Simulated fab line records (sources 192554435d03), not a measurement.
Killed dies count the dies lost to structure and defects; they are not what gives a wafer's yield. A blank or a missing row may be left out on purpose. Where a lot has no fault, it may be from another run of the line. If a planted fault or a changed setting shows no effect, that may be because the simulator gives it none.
Split-lot experiment :: flow n5Finfet :: 7 lots, 21 wafers read, on a route of 1938 steps

== ABOUT THE SPLIT ==
At N5_BEOL_M2_DESCUM_16 (chemistry O2, time 7 s), the setting timeS was moved away from the recipe's 7 s on 9 of the 21 wafers read, by -20.5% to +16.2%. All remaining wafers had this setting at the recipe value.

The reading comes from the split's own step.

== THE READING ==
CAR-EUV_of_BEOL_M2_COAT_05.thkNm (the simulator's own value, which no gauge read), in nm, at N5_BEOL_M2_DESCUM_16 (chemistry O2, time 7 s). The file gives no usual value for it. Across the 12 wafers here that went through the recipe, the average is 26.0 nm and the standard deviation 0.082 nm.

wafer: L077.1
tool, chamber at the split: rieDiel-03, 1
timeS as run, s: 7
against the recipe: recipe
CAR-EUV_of_BEOL_M2_COAT_05.thkNm, nm: 25.8
against lot-mates on the recipe: -

wafer: L077.2
tool, chamber at the split: rieDiel-03, 3,0
timeS as run, s: 7
against the recipe: recipe
CAR-EUV_of_BEOL_M2_COAT_05.thkNm, nm: 26
against lot-mates on the recipe: -

wafer: L077.3
tool, chamber at the split: rieDiel-03, 3,0
timeS as run, s: 7
against the recipe: recipe
CAR-EUV_of_BEOL_M2_COAT_05.thkNm, nm: 26
against lot-mates on the recipe: -

wafer: L082.2
tool, chamber at the split: rieDiel-04, 1,2
timeS as run, s: 5.71
against the recipe: -18.4%
CAR-EUV_of_BEOL_M2_COAT_05.thkNm, nm: 26.6
against lot-mates on the recipe: +0.6

wafer: L082.3
tool, chamber at the split: rieDiel-04, 1,2
timeS as run, s: 5.71
against the recipe: -18.4%
CAR-EUV_of_BEOL_M2_COAT_05.thkNm, nm: 26.6
against lot-mates on the recipe: +0.6

wafer: L082.6
tool, chamber at the split: rieDiel-04, 3
timeS as run, s: 7
against the recipe: recipe
CAR-EUV_of_BEOL_M2_COAT_05.thkNm, nm: 26
against lot-mates on the recipe: -

wafer: L084.3
tool, chamber at the split: rieDiel-03, 3
timeS as run, s: 7.976
against the recipe: +13.9%
CAR-EUV_of_BEOL_M2_COAT_05.thkNm, nm: 25.6
against lot-mates on the recipe: -0.5

wafer: L084.5
tool, chamber at the split: rieDiel-03, 3
timeS as run, s: 7
against the recipe: recipe
CAR-EUV_of_BEOL_M2_COAT_05.thkNm, nm: 26
against lot-mates on the recipe: -

wafer: L084.6
tool, chamber at the split: rieDiel-03, 2
timeS as run, s: 7
against the recipe: recipe
CAR-EUV_of_BEOL_M2_COAT_05.thkNm, nm: 26.2
against lot-mates on the recipe: -

wafer: L085.1
tool, chamber at the split: rieDiel-03, 2,1
timeS as run, s: 5.566
against the recipe: -20.5%
CAR-EUV_of_BEOL_M2_COAT_05.thkNm, nm: 26.6
against lot-mates on the recipe: +0.6

wafer: L085.6
tool, chamber at the split: rieDiel-03, 2,1
timeS as run, s: 5.566
against the recipe: -20.5%
CAR-EUV_of_BEOL_M2_COAT_05.thkNm, nm: 26.6
against lot-mates on the recipe: +0.6

wafer: L085.5
tool, chamber at the split: rieDiel-03, 2
timeS as run, s: 7
against the recipe: recipe
CAR-EUV_of_BEOL_M2_COAT_05.thkNm, nm: 26
against lot-mates on the recipe: -

wafer: L087.2
tool, chamber at the split: rieDiel-03, 2
timeS as run, s: 8.012
against the recipe: +14.5%
CAR-EUV_of_BEOL_M2_COAT_05.thkNm, nm: 25.6
against lot-mates on the recipe: -0.4

wafer: L087.3
tool, chamber at the split: rieDiel-03, 1,3
timeS as run, s: 7
against the recipe: recipe
CAR-EUV_of_BEOL_M2_COAT_05.thkNm, nm: 26
against lot-mates on the recipe: -

wafer: L087.6
tool, chamber at the split: rieDiel-03, 1,3
timeS as run, s: 7
against the recipe: recipe
CAR-EUV_of_BEOL_M2_COAT_05.thkNm, nm: 26
against lot-mates on the recipe: -

wafer: L089.2
tool, chamber at the split: rieDiel-01, 3,1
timeS as run, s: 7
against the recipe: recipe
CAR-EUV_of_BEOL_M2_COAT_05.thkNm, nm: 26
against lot-mates on the recipe: -

wafer: L089.5
tool, chamber at the split: rieDiel-01, 3,1
timeS as run, s: 7
against the recipe: recipe
CAR-EUV_of_BEOL_M2_COAT_05.thkNm, nm: 26
against lot-mates on the recipe: -

wafer: L089.6
tool, chamber at the split: rieDiel-01, 2
timeS as run, s: 7.668
against the recipe: +9.5%
CAR-EUV_of_BEOL_M2_COAT_05.thkNm, nm: 25.6
against lot-mates on the recipe: -0.4

wafer: L093.2
tool, chamber at the split: rieDiel-01, 1,3
timeS as run, s: 8.131
against the recipe: +16.2%
CAR-EUV_of_BEOL_M2_COAT_05.thkNm, nm: 25.6
against lot-mates on the recipe: -0.4

wafer: L093.3
tool, chamber at the split: rieDiel-01, 1,3
timeS as run, s: 8.131
against the recipe: +16.2%
CAR-EUV_of_BEOL_M2_COAT_05.thkNm, nm: 25.6
against lot-mates on the recipe: -0.4

wafer: L093.6
tool, chamber at the split: rieDiel-01, 3
timeS as run, s: 7
against the recipe: recipe
CAR-EUV_of_BEOL_M2_COAT_05.thkNm, nm: 26
against lot-mates on the recipe: -
When a row names more than one chamber, that row covers several wafers, and the file does not tell which wafer ran in which chamber.

FIT RESULTS
A straight line over all 21 wafers: CAR-EUV_of_BEOL_M2_COAT_05.thkNm changes by -0.0295 nm for each +1% of timeS; r = -0.98; the points scatter about the line by 0.077 nm.
The same after taking each lot's own level away (the mean of its wafers on the recipe; 21 wafers): -0.03 nm for each +1%; r = -0.98; scatter 0.067 nm.
Per that fit: largest timeS move, reading shift of 0.62 nm.
Across the lots, their own levels run from 25.93 to 26.10 nm, a range of 2.0 times the standard deviation given above.
The two slopes are in agreement: the lot-to-lot level therefore moves the slope only a little.
Check: for one of the wafers moved furthest among these (-20.5%), held out of the fit, the line's prediction against its lot-mates is +0.624 nm. It came out at +0.6 nm against them.

== FURTHER SPLITS ON THESE WAFERS ==
Before the reading, these wafers also passed through other splits. Each is held against what the fit with the lots' levels taken away leaves over:
other split on the same wafers: N5_BEOL_M0_SAQP_COAT_08 spinRpm
wafers away from the commonest value: 3
r with CAR-EUV_of_BEOL_M2_COAT_05.thkNm (lot level and that fit taken away): +0.28

== THE FILE'S OWN FIT ==
CAR-EUV_of_BEOL_M2_COAT_05.thkNm changes by -0.0306 nm for each +1% of timeS, r = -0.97.
